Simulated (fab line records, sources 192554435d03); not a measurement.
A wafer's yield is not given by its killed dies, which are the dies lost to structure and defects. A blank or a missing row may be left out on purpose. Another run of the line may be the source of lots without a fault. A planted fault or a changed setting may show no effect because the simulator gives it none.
A struck lot beside a sound one | flow n5 finfet | 16 out of 1938 route steps
Sound: wafers L809.2, L809.3, L809.5. Struck: wafer L807.6 (left out: L807.5, a lot-mate that was not struck); the cause follows at the end.
Per side, at each step with rows, come the tool, then ch with its chambers, and then its first start. Under that, the readings that differ: sound wafers | struck wafers | difference of the means | sigmas: that difference in standard deviations of wafers without a fault.
alike: readings whose means differ by less than 2 such deviations, and words and numbers that are the same on both sides. not compared: withheld readings, readings that some wafer has no value for, bounds like >300 that may hide the same value, and numbers for which the record gives no deviation and whose values overlap.
Wherever a step has rows on one side only, a row that says differs or no value, or a row with sigmas, the two part there. Numbers that have no deviation but don't overlap get no sigmas and don't part them. A reading that every wafer of one side lacks parts them only if that side has two wafers or more.

first, 8 steps without rows for these wafers: N5_BEOL_M0_SAQP_COAT_81 (time 60 s, resist thk 100 nm); N5_BEOL_M0_SAQP_COAT_82 (time 60 s, resist thk 30 nm); N5_BEOL_M0_SAQP_COAT_08 (resist thk 90 nm); N5_BEOL_M0_SAQP_EBR_10; N5_BEOL_M0_SAQP_SOFTBAKE_09 (time 60 s); N5_BEOL_M0_SAQP_EXPOSE_11 (exposes mask M0 CORE, target cd 42 nm); N5_BEOL_M0_SAQP_PEB_12 (peb time 60 s); N5_BEOL_M0_SAQP_DEVELOP_13 (develop time 30 s).
N5_BEOL_M0_SAQP_CD_MEAS_14 targets a cd of 42.5 nm.
  sound on cd sem-02 ch 0, day 10 18:26; struck on cd sem-03 ch 0, day 10 08:03
  alike: cd nm
N5_BEOL_M0_SAQP_OVL_MEAS_15:
  sound on overlay-01 ch 0, day 10 18:28; struck on overlay-01 ch 0, day 10 08:04
  alike: M0_CORE_OVL
N5_BEOL_M0_SAQP_INSPECT_16: inspects for defects (brightfield).
  sound: defect inspect-01 at day 10 18:29; struck: defect inspect-01 at day 10 08:06
  alike: raw defect count
N5_BEOL_M0_SAQP_DESCUM_19: chemistry O2, time 7.9 s.
  sound on rie diel-04 ch 0,1,2, day 10 18:31; struck on rie diel-06 ch 1, day 10 08:09
  reading             | sound             | struck | difference | sigmas
  o2 flow sccm (sccm) | 224.2 224.2 224.8 | 226.3  | +1.9       | +3
  alike: drypump motor current A, oes product au, rf vpp V, showerhead plenum p Torr, throttle valve pct
  not compared: rf hours counter h
N5_BEOL_M0_SAQP_ETCH_83: etches SiARC in CF4, target depth 39 nm, time 65 s.
  sound on rie diel-04 ch 0,1,2, day 10 18:33; struck on rie diel-06 ch 1, day 10 08:11
  reading               | sound          | struck | difference | sigmas
  etch rf on time s (s) | 62.9 65.8 65.2 | 122.8  | +58.2      | +42
  oes product au (a.u.) | 0.82 0.61 0.75 | 0.47   | -0.26      | -3
  alike: drypump motor current A, rf vpp V, showerhead plenum p Torr, throttle valve pct
  not compared: rf hours counter h
N5_BEOL_M0_SAQP_ETCH_84: etches SOC in N2/H2, target depth 100 nm, overetch 20 nm, time 150 s.
  sound on rie diel-04 ch 0,1,2, day 10 18:36; struck on rie diel-06 ch 1, day 10 08:16
  alike: drypump motor current A, oes product au, rf vpp V, showerhead plenum p Torr, throttle valve pct
  not compared: rf hours counter h
-- a jump in the record: the struck wafers' starts before and after are 5 days apart (it breaks off in module BEOL_M0_SAQP and resumes in module BEOL_M4, where the first step shown is number 1111 of the route) --
N5_BEOL_M4_RC_MEAS_101:
  sound on prober-01 ch 0, day 15 15:19; struck on prober-02 ch 0, day 15 07:54
  alike: DIBL_N, DIBL_P, IOFF_N, IOFF_P, ION_N, ION_P, SS_N, SS_P, VT_N, VT_P
-- here the record skips 5 days between the struck wafers' starts before and after, leaving off in module BEOL_M4 and picking up in module PASSIVATION (first step shown: number 1936 of the route) --
N5_PASSIVATION_PROBE_49:
  sound: prober-02 at day 20 01:48; struck: prober-02 at day 19 21:03
  alike: defect limited yield, killed_at_M0_to_M3, killed_at_M4_up, killed at contacts, killed at front end, killed at other, killed dies, killed open, killed short, sort_bin_5_function, sort_bin_6_memory, sort n pass, sort yield pct

== WHERE THEY PART ==
At N5_BEOL_M0_SAQP_DESCUM_19 first; at N5_BEOL_M0_SAQP_ETCH_83 last (within this record only). Later steps at which nothing parts them and some readings are alike: N5_BEOL_M0_SAQP_ETCH_84, N5_BEOL_M4_RC_MEAS_101, N5_PASSIVATION_PROBE_49.

WHY: what the simulator had put in
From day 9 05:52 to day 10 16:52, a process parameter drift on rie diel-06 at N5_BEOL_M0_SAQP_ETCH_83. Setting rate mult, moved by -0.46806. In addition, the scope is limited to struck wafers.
